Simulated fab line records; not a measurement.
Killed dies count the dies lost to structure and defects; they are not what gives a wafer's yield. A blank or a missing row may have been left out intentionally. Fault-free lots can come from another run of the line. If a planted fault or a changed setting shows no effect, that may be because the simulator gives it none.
Which of the tools did it? + flow nand_harc + 18 wafers from 6 lots sampled at 3 of the route's 1302 steps

== WHAT THE GAUGES SHOWED, per wafer ==
NHARC_A_CHANNEL_HOLE_D2_CD_MEAS_10: target cd 100 nm.
| lot  | measured     | on        | cd_nm (nm)        |
|------|--------------|-----------|-------------------|
| L643 | day 14 08:25 | cd_sem-03 | 101.1 100.3 100.7 |
| L645 | day 15 01:50 | cd_sem-01 | 100.0 100.4 100.5 |
| L647 | day 15 21:55 | cd_sem-01 | 100.2 100.8 99.6  |
| L651 | day 17 10:30 | cd_sem-01 | 104.8 104.4 103.9 |
| L660 | day 21 12:58 | cd_sem-01 | 100.7 100.0 99.7  |
| L662 | day 22 09:20 | cd_sem-02 | 101.2 100.7 100.6 |

== WHAT TOOL EACH LOT RAN ON (gives the tool, then ch and the chambers of the sampled wafers, and finally the start) ==
| lot  | NHARC_A_ONON_D2_DEP_33          | NHARC_A_CHANNEL_HOLE_D2_EXPOSE_07  |
|------|---------------------------------|------------------------------------|
| L643 | pecvd-02 ch 0,1,2, day 14 04:08 | arfi_scanner-02 ch 0, day 14 08:16 |
| L645 | pecvd-02 ch 0,1, day 14 19:28   | arfi_scanner-03 ch 0, day 15 01:41 |
| L647 | pecvd-01 ch 0,1,2, day 15 18:43 | arfi_scanner-03 ch 0, day 15 21:47 |
| L651 | pecvd-01 ch 0,2, day 17 06:05   | arfi_scanner-03 ch 0, day 17 10:22 |
| L660 | pecvd-02 ch 0,2, day 21 07:36   | arfi_scanner-01 ch 0, day 21 12:49 |
| L662 | pecvd-02 ch 1,2, day 22 06:14   | arfi_scanner-02 ch 0, day 22 09:12 |
- NHARC_A_ONON_D2_DEP_33: deposits SiO2, target thk 200 nm.
- NHARC_A_CHANNEL_HOLE_D2_EXPOSE_07: exposes mask HOLE D2, target cd 100 nm.

== THE ANSWER, worked out from the rows above alone ==
Rule: what is usual is taken from the lots themselves. Put in order of their means at a reading, lots are off if they are a third of the lots or fewer, leave a main group of 4 or more, and stand apart from it by a gap of 3 or more times the standard deviation of the main group's means; of several such gaps the widest counts. Not used: any main group whose means are identical at the precision the tables above print for the reading. A lot without any number at a reading at which 4 lots or more have one is off too. Where the step has rows for the other lots, those lots are counted as sound.
Off: L651, at NHARC_A_CHANNEL_HOLE_D2_CD_MEAS_10 (cd_nm). The main group has a mean of 100.4 nm with a standard deviation of 0.28.
If a tool, at a process step before that reading, ran all the lots that are off and no sound lot after the first of them, it fits. The gauges at NHARC_A_CHANNEL_HOLE_D2_CD_MEAS_10 are tried like those tools. Can't be told from this: 2 tools fit, pecvd-01 at NHARC_A_ONON_D2_DEP_33, arfi_scanner-03 at NHARC_A_CHANNEL_HOLE_D2_EXPOSE_07.

== WHAT WAS PUT IN BY THE SIMULATOR ==
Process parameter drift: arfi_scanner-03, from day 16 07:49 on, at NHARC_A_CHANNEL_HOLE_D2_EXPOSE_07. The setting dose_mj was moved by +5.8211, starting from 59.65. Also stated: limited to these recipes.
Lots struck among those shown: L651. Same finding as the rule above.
